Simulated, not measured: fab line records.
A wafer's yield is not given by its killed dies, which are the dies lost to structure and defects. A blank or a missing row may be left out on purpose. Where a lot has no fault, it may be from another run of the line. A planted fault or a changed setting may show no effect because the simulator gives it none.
Check for tools in common | flow nand-harc | 36 wafers sampled across 12 lots

REASON IT WAS OPENED
On 3 of the 12 lots, a flag is raised at NHARC_P_CONTACT_INSPECT_27 on the reading raw-defect-count. Wafers without a fault read 302, standard deviation 150.
Rule: flag the lot when none of its wafers has a number, or when each of its wafers that has one lies beyond 4 standard deviations from that mean. The other lots count as sound.

lot  | measured     | on                | raw-defect-count, wafer by wafer | flag
L981 | day 6 15:31  | defect-inspect-02 | 207 499 388                      |
L984 | day 6 16:35  | defect-inspect-02 | 238 600 539                      |
L987 | day 7 07:59  | defect-inspect-01 | 161 126 290                      |
L992 | day 9 00:49  | defect-inspect-01 | 315 322 381                      |
L993 | day 9 01:54  | defect-inspect-01 | 381 328 239                      |
L994 | day 9 14:23  | defect-inspect-01 | 2584 2362 2409                   | FLAGGED
L996 | day 9 19:55  | defect-inspect-02 | 2378 2307 2479                   | FLAGGED
L997 | day 9 21:13  | defect-inspect-02 | 2424 2235 2457                   | FLAGGED
L100 | day 10 15:43 | defect-inspect-01 | 187 295 249                      |
L101 | day 10 16:07 | defect-inspect-02 | 169 140 102                      |
L103 | day 11 10:32 | defect-inspect-02 | 599 340 382                      |
L104 | day 11 17:28 | defect-inspect-01 | 286 279 260                      |
On average the flagged lots' numbers are 2404, which is +2102 against the usual, or +14 standard deviations.

WHICH TOOL EACH LOT WENT THROUGH
3 process steps preceding the reading are held in the record, out of 1159 steps in the route. Every cell lists first the tool, next ch and the chambers used by the sampled wafers, and last the start.
lot  | flag    | NHARC_P_CONTACT_ETCH_18                       | NHARC_P_CONTACT_DEGAS_38     | NHARC_P_CONTACT_CMP_24
L981 |         | rie-diel-09 ch 0,2,3, day 5 23:11 or earlier  | pvd-sputter-03, day 5 23:11  | cmp-04 ch 0,1,3, day 6 15:07
L984 |         | rie-diel-09 ch 0,1, day 6 06:08 or earlier    | pvd-sputter-01, day 6 06:08  | cmp-04 ch 0,2,3, day 6 16:14
L987 |         | rie-diel-02 ch 2,3, day 7 04:04 or earlier    | pvd-sputter-02, day 7 04:04  | cmp-03 ch 0,1,3, day 7 07:38
L992 |         | rie-diel-09 ch 0,2,3, day 8 22:06 or earlier  | pvd-sputter-02, day 8 22:06  | cmp-03 ch 0,1, day 9 00:26
L993 |         | rie-diel-09 ch 0,1,3, day 9 00:23 or earlier  | pvd-sputter-02, day 9 00:23  | cmp-04 ch 0,2,3, day 9 01:32
L994 | FLAGGED | rie-diel-08 ch 1,2,3, day 9 06:43 or earlier  | pvd-sputter-02, day 9 06:43  | cmp-03 ch 0,1,2, day 9 13:59
L996 | FLAGGED | rie-diel-09 ch 0,3, day 9 09:23 or earlier    | pvd-sputter-02, day 9 09:23  | cmp-03 ch 1,2,3, day 9 19:36
L997 | FLAGGED | rie-diel-09 ch 0,1,2, day 9 10:25 or earlier  | pvd-sputter-01, day 9 10:25  | cmp-04 ch 1,2, day 9 20:50
L100 |         | rie-diel-09 ch 1,2,3, day 10 12:01 or earlier | pvd-sputter-03, day 10 12:01 | cmp-03 ch 0,1,3, day 10 15:19
L101 |         | rie-diel-09 ch 0,1, day 10 13:02 or earlier   | pvd-sputter-03, day 10 13:02 | cmp-04 ch 0,1, day 10 15:43
L103 |         | rie-diel-09 ch 1,2, day 11 04:49 or earlier   | pvd-sputter-01, day 11 04:49 | cmp-03 ch 1,3, day 11 10:07
L104 |         | rie-diel-09 ch 0,1,3, day 11 09:44 or earlier | pvd-sputter-02, day 11 09:44 | cmp-04 ch 0,1,2, day 11 17:04
What the steps here do:
- NHARC_P_CONTACT_ETCH_18: etches the open film in C4F8/O2/Ar, target depth 481 nm, time 240.5 s.
- NHARC_P_CONTACT_DEGAS_38: time 60 s.
- NHARC_P_CONTACT_CMP_24: polishes, t overpolish 30 s, target thk 200 nm.
- NHARC_P_CONTACT_INSPECT_27

FLAGGED AGAINST TOTAL, ONE TOOL AT A TIME (gauges that did the reading follow at the end)
step                       | tool              | lots run | flagged | share of the flagged lots | sound lots run after its first flagged lot
NHARC_P_CONTACT_ETCH_18    | rie-diel-02       | 1        | 0       | none                      | -
NHARC_P_CONTACT_ETCH_18    | rie-diel-08       | 1        | 1       | some                      | 0
NHARC_P_CONTACT_ETCH_18    | rie-diel-09       | 10       | 2       | some                      | 4 (L100,L101,L103,L104)
NHARC_P_CONTACT_DEGAS_38   | pvd-sputter-01    | 3        | 1       | some                      | 1 (L103)
NHARC_P_CONTACT_DEGAS_38   | pvd-sputter-02    | 6        | 2       | some                      | 1 (L104)
NHARC_P_CONTACT_DEGAS_38   | pvd-sputter-03    | 3        | 0       | none                      | -
NHARC_P_CONTACT_CMP_24     | cmp-03            | 6        | 2       | some                      | 2 (L100,L103)
NHARC_P_CONTACT_CMP_24     | cmp-04            | 6        | 1       | some                      | 2 (L101,L104)
NHARC_P_CONTACT_INSPECT_27 | defect-inspect-01 | 6        | 1       | some                      | 2 (L100,L104)
NHARC_P_CONTACT_INSPECT_27 | defect-inspect-02 | 6        | 2       | some                      | 2 (L101,L103)
With no start given for some of its lots, NHARC_P_CONTACT_ETCH_18 uses the hours and lot order of NHARC_P_CONTACT_DEGAS_38.

WHAT IS ALLOWED BY THE TABLE
No row of the table ran every flagged lot.

WHAT HAD BEEN PUT IN BY THE SIMULATOR
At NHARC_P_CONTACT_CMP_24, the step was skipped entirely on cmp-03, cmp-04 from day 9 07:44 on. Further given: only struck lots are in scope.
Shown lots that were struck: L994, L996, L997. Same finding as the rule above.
